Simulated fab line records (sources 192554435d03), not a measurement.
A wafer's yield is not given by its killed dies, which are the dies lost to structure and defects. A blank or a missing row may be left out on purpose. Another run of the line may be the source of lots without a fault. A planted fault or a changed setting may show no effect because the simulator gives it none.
Split-lot trial ; flow n5_finfet ; 21 wafers read from 7 lots, route of 1938 steps

== SPLIT DETAILS ==
At N5_PMOS_HMC_CHANNEL_EPI_EXPOSE_06 (exposes mask PMOS HMC BLK, target cd 240 nm), the setting dose_mj was moved away from the recipe's 41 on 7 of the 21 wafers read, by -6.2% to +6.7%. The other wafers ran this setting at the recipe's value.

== FROM THE SPLIT TO THE READING: what the file shows between them, 2 steps ==
- N5_PMOS_HMC_CHANNEL_EPI_PEB_07: peb time 60 s
- N5_PMOS_HMC_CHANNEL_EPI_DEVELOP_08: develop time 30 s

== THE READING ==
cd_nm, in nm, at N5_PMOS_HMC_CHANNEL_EPI_CD_MEAS_09 (target cd 237.4 nm). Typical for fault-free wafers on this fab line: 237.5 nm, with standard deviation 0.96 nm.

wafer;tool, chamber at the split;dose_mj as run;against the recipe;cd_nm, nm;against lot-mates on the recipe
L075.1;arfi_scanner-01, 0;41;recipe;236.8;-
L075.2;arfi_scanner-01, 0;41;recipe;237.0;-
L075.5;arfi_scanner-01, 0;41;recipe;236.1;-
L080.1;arfi_scanner-03, 0;42.03;+2.5%;238.0;+1.4
L080.5;arfi_scanner-03, 0;42.03;+2.5%;239.1;+2.5
L080.6;arfi_scanner-03, 0;41;recipe;236.6;-
L082.1;arfi_scanner-01, 0;41;recipe;236.3;-
L082.3;arfi_scanner-01, 0;41;recipe;237.3;-
L082.4;arfi_scanner-01, 0;41;recipe;237.4;-
L084.1;arfi_scanner-03, 0;41;recipe;236.4;-
L084.2;arfi_scanner-03, 0;41;recipe;236.1;-
L084.4;arfi_scanner-03, 0;41;recipe;235.8;-
L085.1;arfi_scanner-02, 0;43.74;+6.7%;242.8;+5.0
L085.5;arfi_scanner-02, 0;41;recipe;237.7;-
L085.6;arfi_scanner-02, 0;41;recipe;237.9;-
L089.3;arfi_scanner-02, 0;41;recipe;236.9;-
L089.4;arfi_scanner-02, 0;42.66;+4.0%;241.0;+4.1
L089.6;arfi_scanner-02, 0;42.66;+4.0%;241.6;+4.7
L094.1;arfi_scanner-02, 0;38.45;-6.2%;232.8;-5.1
L094.4;arfi_scanner-02, 0;41;recipe;237.9;-
L094.6;arfi_scanner-02, 0;38.45;-6.2%;233.7;-4.2

THE FIT
A straight line over all 21 wafers: cd_nm changes by +0.759 nm for each +1% of dose_mj; r = +0.94; the points scatter about the line by 0.83 nm.
The same after taking each lot's own level away (the mean of its wafers on the recipe; 21 wafers): +0.811 nm for each +1%; r = +0.98; scatter 0.53 nm.
According to that fit, moving dose_mj by its largest amount changes the reading by 5.4 nm.
The lots' own levels span 236.10 to 237.90 nm, that is 1.9 times the standard deviation above.
The two slopes are in agreement: the lot-to-lot level therefore moves the slope only a little.
Check: with one of the wafers moved furthest among these (+6.7%) left out of the fit, the line predicts +5.76 nm for it against its lot-mates. Against them it came out at +5 nm.

== OTHER SPLITS ON THESE WAFERS ==
Before the reading, these wafers also passed through other splits. Each is held against what the fit with the lots' levels taken away leaves over:
other split on the same wafers;wafers away from the commonest value;r with cd_nm (lot level and that fit taken away)
N5_ZERO_LAYER_PECVD_02 time_s;10;-0.06
N5_PMOS_HMC_CHANNEL_EPI_HM_DEP_34 time_s;5;-0.04

== THE WHOLE CHAIN: every reading that the file lists as answering this split, in the file's order ==
step;what it does;reading;change (the file's fit);r (the file's)
N5_PMOS_HMC_CHANNEL_EPI_CD_MEAS_09;target cd 237.4 nm;cd_nm;+0.802 nm for each +1% of the setting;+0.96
N5_PMOS_HMC_CHANNEL_EPI_DESCUM_14;chemistry O2, time 7.9 s;PMOS_HMC_CHANNEL_EPI.cd_nm (the simulator's own value, which no gauge read);+0.797 nm for each +1% of the setting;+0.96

== FILE'S OWN FIT ==
cd_nm changes by +0.802 nm for each +1% of dose_mj, r = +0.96.
